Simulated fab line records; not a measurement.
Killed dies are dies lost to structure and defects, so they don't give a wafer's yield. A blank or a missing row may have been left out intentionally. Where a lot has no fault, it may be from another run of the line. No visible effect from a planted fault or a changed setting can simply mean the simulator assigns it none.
Which tool was responsible? | flow n5Finfet | 7 lots, 20 wafers sampled, at 2 steps of a route of 1938

## WHAT THE GAUGES READ, wafer by wafer
N5_ILD0_THK_MEAS_04.
lot  | measured    | on           | thkNm (nm)
L756 | day 3 22:01 | filmMetro-02 | 196.3 195.4 196.6
L759 | day 4 15:32 | filmMetro-02 | 197.0 195.7 199.2
L763 | day 5 14:25 | filmMetro-02 | 197.5 196.2 196.8
L766 | day 6 08:43 | filmMetro-01 | 197.0 196.6
L768 | day 6 21:23 | filmMetro-01 | 197.4 197.7 197.7
L776 | day 8 23:53 | filmMetro-02 | 199.1 197.4 199.5
L778 | day 9 13:25 | filmMetro-02 | 197.9 196.1 196.1

## TOOL THAT RAN EACH LOT (tool first, then ch and the chambers of the sampled wafers, then the start)
lot  | N5_ILD0_LINER_00
L756 | aldSin-01 ch 0,1,2, day 3 19:21
L759 | aldSin-02 ch 1,3, day 4 12:52
L763 | aldSin-03 ch 1,2, day 5 11:45
L766 | aldSin-02 ch 2,3, day 6 06:14
L768 | aldSin-03 ch 2,3, day 6 18:08
L776 | aldSin-01 ch 0,2,3, day 8 20:50
L778 | aldSin-02 ch 0,1,2, day 9 10:45
- N5_ILD0_LINER_00: material SiNx, target thk 4 nm, pulse time 1 s, purge time 2 s.

## THE ANSWER, worked out from the rows above alone
Rule: the lots themselves supply what counts as usual. Put in order of their means at a reading, lots are off if they are a third of the lots or fewer, leave a main group of 4 or more, and stand apart from it by a gap of 3 or more times the standard deviation of the main group's means; of several such gaps the widest counts. A main group whose means are all the same, to the digits that the tables above print for the reading, isn't used. Also off: a lot with no number at a reading for which 4 or more lots have one. Any other lot the step has rows for is counted as sound.
Across all readings shown, no lot is off: no conclusion can be drawn from this.

## WHAT THE SIMULATOR HAD INSERTED
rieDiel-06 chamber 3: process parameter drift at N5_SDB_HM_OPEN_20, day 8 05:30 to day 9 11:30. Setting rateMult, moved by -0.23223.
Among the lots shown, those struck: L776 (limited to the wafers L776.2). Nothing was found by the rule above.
